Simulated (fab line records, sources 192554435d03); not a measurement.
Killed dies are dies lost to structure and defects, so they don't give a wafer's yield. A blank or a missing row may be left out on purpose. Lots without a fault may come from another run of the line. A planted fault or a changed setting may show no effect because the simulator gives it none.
fab line records | flow n5_finfet
record lots=14 wafers=42 last_day=19
route steps=1938 shown BEOL_M12@1634 BEOL_M13@1659
lots that met no fault: from a run of the same line without faults
start_h: hours from the record's first day to the start of the lot's first wafer shown | wait_h: hours since the lot's step before | " the same as in the row above | L1.1+2: a row that stands for several wafers | - no value, or no start given | * or withheld: withheld | < > ~ a bound
route shown NAME@n: a module of which the file shows steps, and the number in the route of the first | usual: mean/standard deviation of fault-free wafers | same: alike in all rows | chamber/n: place in a boat | sites: the reading at each site | _std_site: their standard deviation | _edge_site: outer sites' mean less inner sites' | radius_mm: how far each site lies from the wafer's centre | mask NAME#n: copy n | behind: the tool/chamber that last shaped the wafer | hold: why the lot was held/for how many hours/how that ended | device: the transistor (n, p or np) that didn't switch | end of line: the same wafers' tests at the end of the route | a step without rows: its recipe alone | killed: dies lost to structure and defects at the first sort, not the wafer's yield | map: a wafer's dies, x killed, . not, _ none there
set.NAME: the setting as run; set.NAME@STEP: as run at that earlier step | model.NAME: the simulator's own value behind a step, which no gauge read
steps of the route over a sample of lots; a table a step, a row a wafer
services: from which hour (start_h, from the record's first day; less than 0 if before it) a tool's chamber was out of use, for how many hours, and why
## steps
# step N5_BEOL_M12_INSPECT_30
# recipe mode=adi inspect_instrument=macro
# usual raw_defect_count=1.9/1.3
# columns lot.wafer tool chamber start_h wait_h raw_defect_count
L264.1 defect_inspect-02 - 258.38 0.0 2
L264.4 " - " " 3
L264.6 " - " " 1
L265.1 defect_inspect-01 - 258.73 0.0 2
L265.2 " - " " 4
L265.6 " - " " 1
L268.2 defect_inspect-02 - 307.07 0.0 1
L268.3 " - " " 3
L268.6 " - " " 4
L267.4 defect_inspect-01 - 313.04 0.0 3
L267.5 " - " " 1
L267.6 " - " " 1
L272.1 defect_inspect-02 - 348.66 0.0 0
L272.3 " - " " 1
L272.4 " - " " 5
L273.2 defect_inspect-01 - 357.62 0.0 3
L273.3 " - " " 2
L273.6 " - " " 0
L277.1 defect_inspect-02 - 370.33 0.0 2
L277.2 " - " " 2
L277.5 " - " " 4
L279.2 defect_inspect-02 - 378.88 0.0 1
L279.3 " - " " 0
L279.5 " - " " 1
L266.3 defect_inspect-02 - 379.68 0.0 5
L266.4 " - " " 4
L266.6 " - " " 1
L280.2 defect_inspect-02 - 388.24 0.0 1
L280.4 " - " " 4
L280.6 " - " " 1
L281.2 defect_inspect-02 - 404.55 0.1 1
L281.5 " - " " 2
L281.6 " - " " 3
L282.1 defect_inspect-02 - 408.04 0.0 1
L282.2 " - " " 3
L282.4 " - " " 1
L285.2 defect_inspect-02 - 412.93 0.0 2
L285.5 " - " " 0
L285.6 " - " " 2
L284.1 defect_inspect-02 - 416.63 0.0 0
L284.3 " - " " 2
L284.4 " - " " 1
# step N5_BEOL_M12_ETCH_67
# recipe chemistry=CF4 target=SiARC target_depth_a=1430 time_s=238.3 ion_energy_ev=80 pressure_mtorr=40 source_w=545 bias_w=36 Ar_flow_sccm=100 cf4_flow_sccm=100 ends=cleared
# usual drypump_motor_current_A=6.0/0.51 etch_rf_on_time_s=238/5.3 oes_product_au=0.69/0.057 rf_vpp_V=183.6/1.2 showerhead_plenum_p_Torr=2.11/0.073 throttle_valve_pct=15.63/0.18
# columns lot.wafer tool chamber start_h wait_h drypump_motor_current_A etch_rf_on_time_s oes_product_au rf_hours_counter_h rf_vpp_V showerhead_plenum_p_Torr throttle_valve_pct
L264.1 rie_diel-01 0 258.44 0.0 6.2 246 0.63 169 184.1 2.05 15.78
L264.4 " 3 " " 5.2 243 0.63 188 182.1 1.95 15.47
L264.6 " 3 " " 5.1 240 0.63 - 181.9 1.95 15.51
L265.1 rie_diel-03 2 258.99 0.0 6.7 227 0.71 83 184.1 2.17 15.78
L265.2 " 3 " " 5.6 236 0.82 3 186.1 2.20 15.68
L265.6 " 2 " " 6.7 230 0.71 - 183.2 2.17 15.77
L268.2 rie_diel-03 3 307.14 0.0 5.6 239 0.79 15 184.5 2.19 15.71
L268.3 " 0 " " 6.0 241 0.67 108 183.4 2.08 15.70
L268.6 " 0 " " 6.0 239 0.68 - 183.7 2.08 15.71
L267.4 rie_diel-03 0 313.11 0.0 6.0 242 0.66 110 184.5 2.08 15.72
L267.5 " 0 " " 6.0 243 0.66 - 182.6 2.08 15.70
L267.6 " 3 " " 5.6 240 0.78 - 182.9 2.19 15.71
L272.1 rie_diel-05 0 348.73 0.0 5.3 243 0.67 101 184.3 2.17 15.62
L272.3 " 1 " " 6.2 240 0.72 64 182.6 2.09 15.52
L272.4 " 3 " " 5.6 240 0.72 54 182.5 2.10 15.32
L273.2 rie_diel-03 2 357.76 0.0 6.7 231 0.69 106 184.1 2.16 15.81
L273.3 " 3 " " 5.6 240 0.77 26 184.0 2.19 15.73
L273.6 " 0 " " 6.0 242 0.67 - 182.5 2.07 15.73
L277.1 rie_diel-03 2 370.50 0.0 6.7 229 0.68 112 183.7 2.16 15.84
L277.2 " 3 " " 5.6 237 0.77 31 185.6 2.19 15.74
L277.5 " 0 " " 6.0 240 0.66 - 183.0 2.07 15.73
L279.2 rie_diel-01 1 379.21 0.0 6.5 232 0.66 110 185.0 2.08 15.35
L279.3 " 2 " " 5.4 235 0.81 17 184.9 2.18 15.40
L279.5 " 2 " " 5.4 233 0.80 - 185.0 2.18 15.40
L266.3 rie_diel-01 1 379.75 0.0 6.4 229 0.66 111 184.4 2.08 15.37
L266.4 " 0 " " 6.2 247 0.61 214 183.0 2.04 15.86
L266.6 " 1 " " 6.4 229 0.66 - 182.8 2.08 15.37
L280.2 rie_diel-03 3 388.34 0.0 5.6 235 0.76 38 183.2 2.18 15.77
L280.4 " 0 " " 6.0 240 0.65 130 182.5 2.07 15.75
L280.6 " 0 " " 6.0 239 0.67 - 183.0 2.07 15.77
L281.2 rie_diel-03 0 404.86 0.0 6.0 244 0.64 136 185.3 2.07 15.77
L281.5 " 3 " " 5.6 238 0.74 - 185.6 2.18 15.77
L281.6 " 2 " " 6.7 230 0.67 - 184.3 2.16 15.85
L282.1 rie_diel-03 0 408.62 0.4 6.0 241 0.66 138 183.1 2.07 15.76
L282.2 " 3 " " 5.6 240 0.74 45 184.3 2.18 15.77
L282.4 " 1 " " 6.4 238 0.68 107 183.5 2.15 15.48
L285.2 rie_diel-01 1 413.16 0.0 6.4 229 0.65 124 182.7 2.07 15.39
L285.5 " 2 " " 5.4 236 0.78 - 184.5 2.18 15.42
L285.6 " 3 " " 5.1 239 0.60 - 182.4 1.94 15.60
L284.1 rie_diel-01 0 416.70 0.0 6.2 248 0.60 229 183.9 2.03 15.88
L284.3 " 3 " " 5.1 242 0.59 246 181.4 1.94 15.61
L284.4 " 1 " " 6.4 231 0.66 126 183.0 2.07 15.39
# step N5_BEOL_M12_STRIP_37
# recipe chemistry=N2/H2 power_w=1000 temp_c=250 h2_frac=0.65 overash_fraction=0.3 pressure_mtorr=withheld n2_flow_sccm=1750 h2_flow_sccm=3250
# usual drypump_motor_current_A=6.0/0.31 heater_power_w=336/31 oes_product_au=0.791/0.01
# columns lot.wafer tool chamber start_h wait_h drypump_motor_current_A heater_power_w oes_product_au rf_hours_counter_h
L264.1 plasma_asher-01 0 258.97 0.0 6.1 348 0.781 122
L264.4 " 0 " " 6.1 333 0.804 -
L264.6 " 0 " " 6.1 338 0.800 -
L265.1 plasma_asher-01 1 259.52 0.0 6.3 358 0.783 122
L265.2 " 0 " " 6.1 333 0.768 122
L265.6 " 1 " " 6.3 364 0.799 -
L268.2 plasma_asher-02 0 307.66 0.0 5.7 278 0.787 82
L268.3 " 1 " " 5.5 342 0.798 -
L268.6 " 0 " " 5.7 273 0.803 -
L267.4 plasma_asher-02 1 313.65 0.1 5.5 342 0.796 -
L267.5 " 1 " " 5.6 337 0.794 -
L267.6 " 0 " " 5.7 281 0.814 -
L272.1 plasma_asher-01 1 349.25 0.0 6.4 369 0.801 138
L272.3 " 0 " " 6.1 347 0.789 -
L272.4 " 1 " " 6.3 352 0.787 -
L273.2 plasma_asher-01 0 358.29 0.0 6.1 340 0.798 141
L273.3 " 0 " " 6.1 340 0.802 -
L273.6 " 1 " " 6.3 370 0.785 -
L277.1 plasma_asher-01 0 371.02 0.0 6.1 335 0.804 143
L277.2 " 1 " " 6.3 361 0.804 143
L277.5 " 1 " " 6.3 358 0.789 -
L279.2 plasma_asher-01 0 379.73 0.0 6.1 342 0.792 145
L279.3 " 1 " " 6.3 362 0.772 -
L279.5 " 0 " " 6.1 340 0.792 -
L266.3 plasma_asher-02 0 380.29 0.1 5.7 279 0.783 -
L266.4 " 1 " " 5.6 334 0.785 -
L266.6 " 1 " " 5.6 336 0.793 -
L280.2 plasma_asher-01 0 388.86 0.0 6.1 350 0.777 146
L280.4 " 0 " " 6.1 343 0.769 -
L280.6 " 1 " " 6.4 361 0.792 -
L281.2 plasma_asher-02 0 405.39 0.0 5.7 275 0.803 101
L281.5 " 0 " " 5.7 270 0.803 -
L281.6 " 1 " " 5.5 335 0.805 -
L282.1 plasma_asher-01 1 409.23 0.1 6.3 376 0.788 151
L282.2 " 0 " " 6.1 339 0.793 151
L282.4 " 1 " " 6.3 361 0.790 -
L285.2 plasma_asher-01 0 413.68 0.0 6.1 330 0.797 152
L285.5 " 1 " " 6.3 354 0.779 -
L285.6 " 0 " " 6.1 348 0.796 -
L284.1 plasma_asher-02 1 417.22 0.0 5.5 341 0.786 105
L284.3 " 0 " " 5.7 276 0.788 -
L284.4 " 1 " " 5.5 342 0.805 -
# step N5_BEOL_M13_ILD_DEP_00
# recipe material=SiOC target_thk_a=8379.2 temp_c=350 precursor=DEMS/O2 pressure_torr=5 rf_w=500 time_s=166.4
# usual heater_power_w=506/65 showerhead_plenum_p_Torr=5.696/0.015 throttle_valve_pct=12.0/0.68
# same time_s=166.4
# columns lot.wafer tool chamber start_h wait_h heater_power_w showerhead_plenum_p_Torr throttle_valve_pct
L264.1 pecvd-01 1 260.73 0.0 558 5.695 10.8
L264.4 " 0 " " 527 5.677 11.9
L264.6 " 1 " " 568 5.699 10.8
L265.1 pecvd-04 1 263.43 0.0 597 5.708 13.3
L265.2 " 0 " " 623 5.689 12.3
L265.6 " 0 " " 498 5.682 12.2
L268.2 pecvd-03 0 312.02 0.0 524 5.679 12.2
L268.3 " 1 " " 497 5.702 12.3
L268.6 " 0 " " 428 5.696 12.1
L267.4 pecvd-03 0 316.92 0.1 523 5.678 12.1
L267.5 " 1 " " 426 5.686 12.1
L267.6 " 2 " " 388 5.692 11.3
L272.1 pecvd-03 0 355.67 0.0 470 5.699 11.9
L272.3 " 2 " " 489 5.696 11.5
L272.4 " 1 " " 557 5.693 12.1
L273.2 pecvd-01 1 363.33 0.0 517 5.683 10.7
L273.3 " 0 " " 506 5.686 12.1
L273.6 " 1 " " 551 5.682 10.8
L277.1 pecvd-01 0 376.84 0.0 487 5.692 12.1
L277.2 " 2 " " 440 5.684 12.0
L277.5 " 1 " " 537 5.695 10.6
L279.2 pecvd-04 0 382.30 0.0 529 5.693 12.1
L279.3 " 1 " " 676 5.713 13.6
L279.5 " 1 " " 558 5.716 13.4
L266.3 pecvd-03 1 383.32 0.0 449 5.705 12.0
L266.4 " 2 " " 484 5.703 11.4
L266.6 " 0 " " 415 5.695 12.6
L280.2 pecvd-04 2 391.06 0.0 424 5.730 12.1
L280.4 " 0 " " 585 5.696 12.1
L280.6 " 2 " " 454 5.723 12.0
L281.2 pecvd-03 0 409.10 0.0 438 5.693 12.2
L281.5 " 0 " " 492 5.682 12.4
L281.6 " 2 " " 463 5.694 11.2
L282.1 pecvd-04 1 412.66 0.0 616 5.710 13.4
L282.2 " 0 " " 564 5.683 12.1
L282.4 " 0 " " 610 5.671 11.8
L285.2 pecvd-01 0 415.75 0.0 502 5.703 12.1
L285.5 " 1 " " 555 5.684 10.7
L285.6 " 2 " " 461 5.669 11.8
L284.1 pecvd-01 2 423.61 0.0 488 5.673 11.8
L284.3 " 2 " " 385 5.681 11.8
L284.4 " 0 " " 426 5.683 12.0
# step N5_BEOL_M13_THK_MEAS_01
# recipe reads=SiOC_of_BEOL_M13_ILD_DEP_00
# usual M13_ILD_THK=834/10
# columns lot.wafer tool chamber start_h wait_h M13_ILD_THK[nm]
L264.1 film_metro-02 - 260.88 0.1 828
L264.4 " - " " 842
L264.6 " - " " 838
L265.1 film_metro-01 - 263.58 0.1 846
L265.2 " - " " 826
L265.6 " - " " 849
L268.2 film_metro-02 - 312.18 0.1 838
L268.3 " - " " 830
L268.6 " - " " 848
L267.4 film_metro-01 - 317.01 0.0 839
L267.5 " - " " 838
L267.6 " - " " 829
L272.1 film_metro-02 - 355.82 0.1 830
L272.3 " - " " 827
L272.4 " - " " 701
L273.2 film_metro-02 - 363.48 0.1 819
L273.3 " - " " 820
L273.6 " - " " 824
L277.1 film_metro-02 - 376.99 0.1 820
L277.2 " - " " 826
L277.5 " - " " 830
L279.2 film_metro-02 - 382.45 0.1 833
L279.3 " - " " 843
L279.5 " - " " 855
L266.3 film_metro-02 - 383.48 0.1 688
L266.4 " - " " 838
L266.6 " - " " 842
L280.2 film_metro-01 - 391.22 0.1 823
L280.4 " - " " 837
L280.6 " - " " 832
L281.2 film_metro-02 - 409.32 0.2 832
L281.5 " - " " 846
L281.6 " - " " 845
L282.1 film_metro-01 - 412.81 0.1 838
L282.2 " - " " 820
L282.4 " - " " 838
L285.2 film_metro-02 - 415.90 0.1 822
L285.5 " - " " 834
L285.6 " - " " 851
L284.1 film_metro-01 - 423.82 0.2 836
L284.3 " - " " 844
L284.4 " - " " 836
# step N5_BEOL_M13_OCD_MEAS_35
# usual trench_depth_nm=413/9.7
# columns lot.wafer tool chamber start_h wait_h trench_depth_nm
L264.1 ocd-02 - 262.85 0.0 429
L264.4 " - " " 404
L264.6 " - " " 403
L265.1 ocd-01 - 265.49 0.0 413
L265.2 " - " " 412
L265.6 " - " " 409
L268.2 ocd-01 - 314.25 0.0 409
L268.3 " - " " 407
L268.6 " - " " 408
L267.4 ocd-02 - 319.05 0.0 408
L267.5 " - " " 410
L267.6 " - " " 407
L272.1 ocd-01 - 357.86 0.0 416
L272.3 " - " " 396
L272.4 " - " " 250
L273.2 ocd-02 - 366.02 0.0 421
L273.3 " - " " 405
L273.6 " - " " 401
L277.1 ocd-01 - 379.35 0.0 416
L277.2 " - " " 426
L277.5 " - " " 414
L279.2 ocd-01 - 384.65 0.0 404
L279.3 " - " " 404
L279.5 " - " " 408
L266.3 ocd-01 - 386.03 0.0 245
L266.4 " - " " 398
L266.6 " - " " 431
L280.2 ocd-01 - 393.48 0.0 434
L280.4 " - " " 410
L280.6 " - " " 409
L281.2 ocd-02 - 411.92 0.0 408
L281.5 " - " " 424
L281.6 " - " " 407
L282.1 ocd-01 - 415.18 0.0 395
L282.2 " - " " 426
L282.4 " - " " 428
L285.2 ocd-02 - 417.94 0.0 419
L285.5 " - " " 411
L285.6 " - " " 421
L284.1 ocd-02 - 425.99 0.0 406
L284.3 " - " " 428
L284.4 " - " " 405
## services
# columns tool chamber start_h hours kind
plasma_asher-01 - 237.16 0.8 repair
pecvd-01 1 274.17 12.3 repair
pecvd-01 - 275.27 0.9 repair
pecvd-03 - 286.12 14.6 pm
pecvd-04 2 287.69 4.1 repair
pecvd-04 - 289.55 6.0 pm
pecvd-01 1 305.00 2.1 scheduled_down
rie_diel-03 - 322.81 14.6 pm
rie_diel-01 2 329.64 - clean
rie_diel-01 2 329.64 - consumable_replace:focus_ring
rie_diel-01 2 329.64 14.3 scheduled_down
rie_diel-01 2 329.64 14.3 vent_cycle
pecvd-04 2 331.11 30.4 repair
rie_diel-01 1 341.15 22.0 repair
rie_diel-05 2 349.12 1.4 repair
pecvd-01 0 349.73 2.1 scheduled_down
pecvd-04 0 369.25 2.1 scheduled_down
plasma_asher-01 - 381.98 0.8 repair
pecvd-01 2 389.29 2.1 scheduled_down
pecvd-04 1 392.68 5.0 scheduled_down
rie_diel-05 3 395.52 5.8 repair
pecvd-03 1 405.28 5.5 scheduled_down
pecvd-01 1 420.08 4.5 repair
rie_diel-01 2 422.68 5.6 repair
## key
first_sign step=N5_BEOL_M13_THK_MEAS_01 reading=M13_ILD_THK direction=down sigmas=14 usual=834 struck=694
effect step=N5_BEOL_M13_OCD_MEAS_35 reading=trench_depth_nm direction=down sigmas=17 usual=413 struck=248
met_at N5_BEOL_M13_ILD_DEP_00
struck_lots L266,L272
struck_wafers L266.3,L272.4
sort_left_out L266.3,L272.4
not_acting_at N5_BEOL_M12_INSPECT_30,N5_BEOL_M12_ETCH_67,N5_BEOL_M12_STRIP_37
onset_between 316.92 355.67
fault kind=site_profile_drift tool=pecvd-03 chamber=1 onset_h=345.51 steps=N5_BEOL_M13_ILD_DEP_00 basis=fraction max_abs_drift=0.37605 slope_share_per_hr=83.567 site_pattern=0,0,0,0,0,-1,-1,-1,-1
# sort_left_out: the simulated sort isn't trusted on such a fault, so these wafers' sort isn't shown, and their yield isn't known
